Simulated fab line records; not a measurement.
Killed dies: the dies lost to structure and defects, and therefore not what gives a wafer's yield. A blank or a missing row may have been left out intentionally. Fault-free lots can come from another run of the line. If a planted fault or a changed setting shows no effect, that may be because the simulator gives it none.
Split-lot experiment -- flow n5_finfet -- 21 wafers read across 7 lots, on a route 1938 steps long

## THE SPLIT
At N5_BEOL_M10_COAT_22 (resist thk 90 nm), the setting spin_rpm was moved away from the recipe's 1500 rpm on 5 of the 21 wafers read, by -9.6% to +10.6%. All remaining wafers had this setting at the recipe value.

## FROM THE SPLIT TO THE READING: what the file shows between them, 3 steps
- N5_BEOL_M10_EBR_24
- N5_BEOL_M10_SOFTBAKE_23: time 60 s
- N5_BEOL_M10_DESCUM_33: chemistry O2, time 7.9 s

## THE READING
CAR-ArF_of_BEOL_M10_COAT_22.thk_nm (the simulator's own value, which no gauge read), in nm, at N5_BEOL_M10_ETCH_65 (etches SiARC in CF4, target depth 39 nm, time 65 s). There is no usual value for it anywhere in the file. Here, 16 wafers ran the recipe; their average is 55.4 nm with a standard deviation of 0.77 nm.

wafer,"tool, chamber at the split","spin_rpm as run, rpm",against the recipe,"CAR-ArF_of_BEOL_M10_COAT_22.thk_nm, nm",against lot-mates on the recipe
L074.1,"litho_track-01, 0",1500,recipe,55.4,-
L074.2,"litho_track-01, 0",1500,recipe,55.6,-
L074.6,"litho_track-01, 0",1500,recipe,55.4,-
L075.1,"litho_track-01, 0",1500,recipe,55.2,-
L075.4,"litho_track-01, 0",1500,recipe,55.4,-
L075.5,"litho_track-01, 0",1500,recipe,55.4,-
L076.2,"litho_track-01, 0",1500,recipe,57.2,-
L076.3,"litho_track-01, 0",1654,+10.3%,53,-3.6
L076.6,"litho_track-01, 0",1500,recipe,56,-
L079.2,"litho_track-04, 0",1500,recipe,55.6,-
L079.3,"litho_track-04, 0",1500,recipe,56,-
L079.4,"litho_track-04, 0",1500,recipe,55.8,-
L080.3,"litho_track-04, 0",1356,-9.6%,60.6,+5.2
L080.5,"litho_track-04, 0",1356,-9.6%,60,+4.6
L080.6,"litho_track-04, 0",1500,recipe,55.4,-
L092.1,"litho_track-03, 0",1659,+10.6%,51.4,-4.1
L092.4,"litho_track-03, 0",1500,recipe,55.6,-
L092.5,"litho_track-03, 0",1500,recipe,55.4,-
L096.2,"litho_track-03, 0",1400,-6.7%,58.8,+5.0
L096.4,"litho_track-03, 0",1500,recipe,53.8,-
L096.6,"litho_track-03, 0",1500,recipe,53.8,-

THE FIT
A straight line over all 21 wafers: CAR-ArF_of_BEOL_M10_COAT_22.thk_nm changes by -0.409 nm for each +1% of spin_rpm; r = -0.92; the points scatter about the line by 0.86 nm.
The same after taking each lot's own level away (the mean of its wafers on the recipe; 21 wafers): -0.463 nm for each +1%; r = -0.97; scatter 0.56 nm.
Per that fit: largest spin_rpm move, reading shift of 4.9 nm.
The lots' own levels span 53.80 to 56.60 nm, that is 3.7 times the standard deviation above.
So the slope is not independent of the lot-to-lot level: the two fits are not the same.
Check: for one of the wafers moved furthest among these (+10.6%), held out of the fit, the line's prediction against its lot-mates is -4.94 nm. It came out at -4.1 nm against them.

## ADDITIONAL SPLITS CARRIED BY THESE WAFERS
These wafers also went through other splits before the reading. Each is held against what the fit with the lots' levels taken away leaves over:
other split on the same wafers,wafers away from the commonest value,r with CAR-ArF_of_BEOL_M10_COAT_22.thk_nm (lot level and that fit taken away)
N5_BEOL_M8_EXPOSE_08 dose_mj,5,+0.03
N5_BEOL_M8_ETCH_62 bias_w,10,+0.28
N5_BEOL_M10_COAT_64 spin_rpm,7,+0.33

## THE WHOLE CHAIN: every reading that the file lists as answering this split, in the file's order
step,what it does,reading,change (the file's fit),r (the file's)
N5_BEOL_M10_COAT_22,resist thk 90 nm,"CAR-ArF_of_BEOL_M10_COAT_22.thk_nm (the simulator's own value, which no gauge read)",-0.44 nm for each +1% of the setting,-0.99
N5_BEOL_M10_DESCUM_33,"chemistry O2, time 7.9 s","CAR-ArF_of_BEOL_M10_COAT_22.thk_nm (the simulator's own value, which no gauge read)",-0.431 nm for each +1% of the setting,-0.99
N5_BEOL_M10_ETCH_65,"etches SiARC in CF4, target depth 39 nm, time 65 s","CAR-ArF_of_BEOL_M10_COAT_22.thk_nm (the simulator's own value, which no gauge read)",-0.454 nm for each +1% of the setting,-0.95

## FILE'S OWN FIT
CAR-ArF_of_BEOL_M10_COAT_22.thk_nm changes by -0.454 nm for each +1% of spin_rpm, r = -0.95.
